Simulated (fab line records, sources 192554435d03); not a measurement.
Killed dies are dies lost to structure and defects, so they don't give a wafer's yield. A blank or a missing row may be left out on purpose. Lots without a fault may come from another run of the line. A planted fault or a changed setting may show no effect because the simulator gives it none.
Split-lot experiment | flow n5_finfet | 7 lots, 21 wafers read, on a route of 1938 steps

THE SPLIT
At N5_BEOL_M0_SAQP_PECVD_03 (deposits SiCN from 3MS/NH3, target thk 12 nm, time 21.1 s), the setting time_s was moved away from the recipe's 21.1 s on 5 of the 21 wafers read, by -3.9% to +13.8%. The other wafers ran this setting at the recipe's value.

FROM THE SPLIT TO THE READING: what the file shows between them, 4 steps
- N5_BEOL_M0_SAQP_PECVD_96: deposits a-Si from SiH4/He, target thk 45 nm, time 45.2 s
- N5_BEOL_M0_SAQP_PECVD_97: deposits SiNx from SiH4/NH3/N2, target thk 23 nm, time 19.9 s
- N5_BEOL_M0_SAQP_ETCH_107: etches SiNx in CH3F/O2, target depth 30 nm
- N5_BEOL_M0_SAQP_STRIP_108: strips in N2/H2

THE READING
SiCN_of_BEOL_M0_SAQP_PECVD_03.thk_nm (the simulator's own value, which no gauge read), in nm, at N5_BEOL_M0_SAQP_RECESS_109 (chemistry HF/NH3, target SiO2, target depth 3 nm, afs cycles 1, sublimation time 60 s). The file gives no usual value for it. The 16 wafers here that ran the recipe average 8.5 nm, standard deviation 0.2 nm.

wafer  | tool, chamber at the split | time_s as run, s | against the recipe | SiCN_of_BEOL_M0_SAQP_PECVD_03.thk_nm, nm | against lot-mates on the recipe
L074.3 | pecvd-03, 0                | 21.1             | recipe             | 8.2                                      | -
L074.4 | pecvd-03, 2                | 21.1             | recipe             | 8.6                                      | -
L074.5 | pecvd-03, 0                | 21.98            | +4.2%              | 9.2                                      | +0.8
L080.1 | pecvd-03, 1                | 22.49            | +6.6%              | 9.4                                      | +0.9
L080.2 | pecvd-03, 2                | 21.1             | recipe             | 8.6                                      | -
L080.3 | pecvd-03, 0                | 21.1             | recipe             | 8.4                                      | -
L083.1 | pecvd-02, 0,1              | 21.1             | recipe             | 8.4                                      | -
L083.4 | pecvd-02, 0                | 21.1             | recipe             | 8.4                                      | -
L083.6 | pecvd-02, 0,1              | 21.1             | recipe             | 8.4                                      | -
L087.2 | pecvd-04, 0                | 21.1             | recipe             | 8.4                                      | -
L087.4 | pecvd-04, 1                | 21.1             | recipe             | 8.4                                      | -
L087.6 | pecvd-04, 0                | 20.28            | -3.9%              | 8.2                                      | -0.2
L090.3 | pecvd-03, 0                | 21.1             | recipe             | 8.2                                      | -
L090.4 | pecvd-03, 0                | 21.1             | recipe             | 8.8                                      | -
L090.6 | pecvd-03, 1                | 23.14            | +9.7%              | 9.8                                      | +1.3
L091.1 | pecvd-03, 1                | 21.1             | recipe             | 8.8                                      | -
L091.5 | pecvd-03, 1                | 21.1             | recipe             | 8.8                                      | -
L091.6 | pecvd-03, 2                | 24.01            | +13.8%             | 10.6                                     | +1.8
L094.1 | pecvd-02, 1                | 21.1             | recipe             | 8.2                                      | -
L094.3 | pecvd-02, 0,1              | 21.1             | recipe             | 8.4                                      | -
L094.4 | pecvd-02, 0,1              | 21.1             | recipe             | 8.4                                      | -
Where a row lists several chambers, the file gives one row for several wafers and doesn't say which wafer went through which chamber.

THE FIT
A straight line over all 21 wafers: SiCN_of_BEOL_M0_SAQP_PECVD_03.thk_nm changes by +0.144 nm for each +1% of time_s; r = +0.95; the points scatter about the line by 0.2 nm.
The same after taking each lot's own level away (the mean of its wafers on the recipe; 21 wafers): +0.129 nm for each +1%; r = +0.96; scatter 0.15 nm.
On that fit, the largest move of time_s shifts the reading by 1.8 nm.
The lots' own levels span 8.33 to 8.80 nm, that is 2.4 times the standard deviation above.
So the lot-to-lot level changes the slope: the two fits differ.
Check: with one of the wafers moved furthest among these (+13.8%) left out of the fit, the line predicts +1.83 nm for it against its lot-mates. It came out at +1.8 nm against them.

OTHER SPLITS ON THESE WAFERS
These wafers also went through other splits before the reading. Each is held against what the fit with the lots' levels taken away leaves over:
other split on the same wafers           | wafers away from the commonest value | r with SiCN_of_BEOL_M0_SAQP_PECVD_03.thk_nm (lot level and that fit taken away)
N5_MOL_CONTACT_COAG_CVD_140 target_thk_a | 10                                   | -0.32

THE WHOLE CHAIN: every reading that the file lists as answering this split, in the file's order
step                       | what it does                                                                          | reading                                                                               | change (the file's fit)               | r (the file's)
N5_BEOL_M0_SAQP_PECVD_03   | deposits SiCN from 3MS/NH3, target thk 12 nm, time 21.1 s                             | SiCN_of_BEOL_M0_SAQP_PECVD_03.thk_nm (the simulator's own value, which no gauge read) | +0.125 nm for each +1% of the setting | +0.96
N5_BEOL_M0_SAQP_RECESS_109 | chemistry HF/NH3, target SiO2, target depth 3 nm, afs cycles 1, sublimation time 60 s | SiCN_of_BEOL_M0_SAQP_PECVD_03.thk_nm (the simulator's own value, which no gauge read) | +0.132 nm for each +1% of the setting | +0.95

THE FILE'S OWN FIT
SiCN_of_BEOL_M0_SAQP_PECVD_03.thk_nm changes by +0.132 nm for each +1% of time_s, r = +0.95.
